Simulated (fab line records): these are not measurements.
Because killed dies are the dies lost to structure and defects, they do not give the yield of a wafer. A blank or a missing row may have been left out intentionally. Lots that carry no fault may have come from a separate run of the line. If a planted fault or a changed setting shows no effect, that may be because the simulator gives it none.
Split-lot trial | flow n5Finfet | 7 lots, 21 wafers read, on a route of 1938 steps

THE SPLIT
At N5_BEOL_M15_COAT_56 (time 60 s, resist thk 550 nm), the setting spinRpm was moved away from the recipe's 1500 rpm on 5 of the 21 wafers read, by -9.1% to +8.7%. This setting was run at the recipe's value on the other wafers.

The split's own step is where the reading is taken.

THE READING
SOC_of_BEOL_M15_COAT_56.thkNm (the simulator's own value, which no gauge read), in nm, at N5_BEOL_M15_COAT_56 (time 60 s, resist thk 550 nm). The file gives no usual value for it. Average 549.4 nm, standard deviation 1.3 nm, over the 16 wafers here run with the recipe.

wafer  | tool, chamber at the split | spinRpm as run, rpm | against the recipe | SOC_of_BEOL_M15_COAT_56.thkNm, nm | against lot-mates on the recipe
L076.3 | lithoTrack-04, 0           | 1500                | recipe             | 550                               | -
L076.4 | lithoTrack-04, 0           | 1500                | recipe             | 549.4                             | -
L076.5 | lithoTrack-04, 0           | 1364                | -9.1%              | 576.2                             | +26.5
L077.1 | lithoTrack-05, 0           | 1500                | recipe             | 549.8                             | -
L077.3 | lithoTrack-05, 0           | 1500                | recipe             | 550.2                             | -
L077.4 | lithoTrack-05, 0           | 1500                | recipe             | 551.8                             | -
L078.1 | lithoTrack-04, 0           | 1455                | -3.0%              | 557                               | +7.0
L078.4 | lithoTrack-04, 0           | 1500                | recipe             | 550                               | -
L078.6 | lithoTrack-04, 0           | 1455                | -3.0%              | 557.8                             | +7.8
L079.1 | lithoTrack-04, 0           | 1500                | recipe             | 549                               | -
L079.2 | lithoTrack-04, 0           | 1500                | recipe             | 549                               | -
L079.3 | lithoTrack-04, 0           | 1500                | recipe             | 548.2                             | -
L085.1 | lithoTrack-05, 0           | 1500                | recipe             | 549.6                             | -
L085.3 | lithoTrack-05, 0           | 1500                | recipe             | 551.4                             | -
L085.4 | lithoTrack-05, 0           | 1500                | recipe             | 550.8                             | -
L083.3 | lithoTrack-04, 0           | 1631                | +8.7%              | 526.8                             | -21.5
L083.5 | lithoTrack-04, 0           | 1500                | recipe             | 549.2                             | -
L083.6 | lithoTrack-04, 0           | 1500                | recipe             | 547.4                             | -
L092.2 | lithoTrack-04, 0           | 1500                | recipe             | 547.6                             | -
L092.4 | lithoTrack-04, 0           | 1500                | recipe             | 547.2                             | -
L092.5 | lithoTrack-04, 0           | 1421                | -5.3%              | 564.2                             | +16.8

THE FIT
A straight line over all 21 wafers: SOC_of_BEOL_M15_COAT_56.thkNm changes by -2.76 nm for each +1% of spinRpm; r = -0.99; the points scatter about the line by 1.3 nm.
The same after taking each lot's own level away (the mean of its wafers on the recipe; 21 wafers): -2.73 nm for each +1%; r = -0.99; scatter 1.1 nm.
The reading moves by 25 nm for the largest change in spinRpm, on that fit.
The lots' own levels span 547.40 to 550.60 nm, that is 2.5 times the standard deviation above.
Hence the lot-to-lot level has little effect on the slope; both slopes agree.
Check: +24 nm against its lot-mates is what the line predicts for one of the wafers moved furthest among these (-9.1%) when that wafer is left out of the fit. It came out at +26.5 nm against them.

ADDITIONAL SPLITS CARRIED BY THESE WAFERS
Before the reading, these wafers also passed through other splits. Each is held against what the fit with the lots' levels taken away leaves over:
other split on the same wafers | wafers away from the commonest value | r with SOC_of_BEOL_M15_COAT_56.thkNm (lot level and that fit taken away)
N5_BEOL_M14_SPUTTER_43 powerW  | 8                                    | +0.12

THE FILE'S OWN FIT
SOC_of_BEOL_M15_COAT_56.thkNm changes by -2.76 nm for each +1% of spinRpm, r = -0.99.
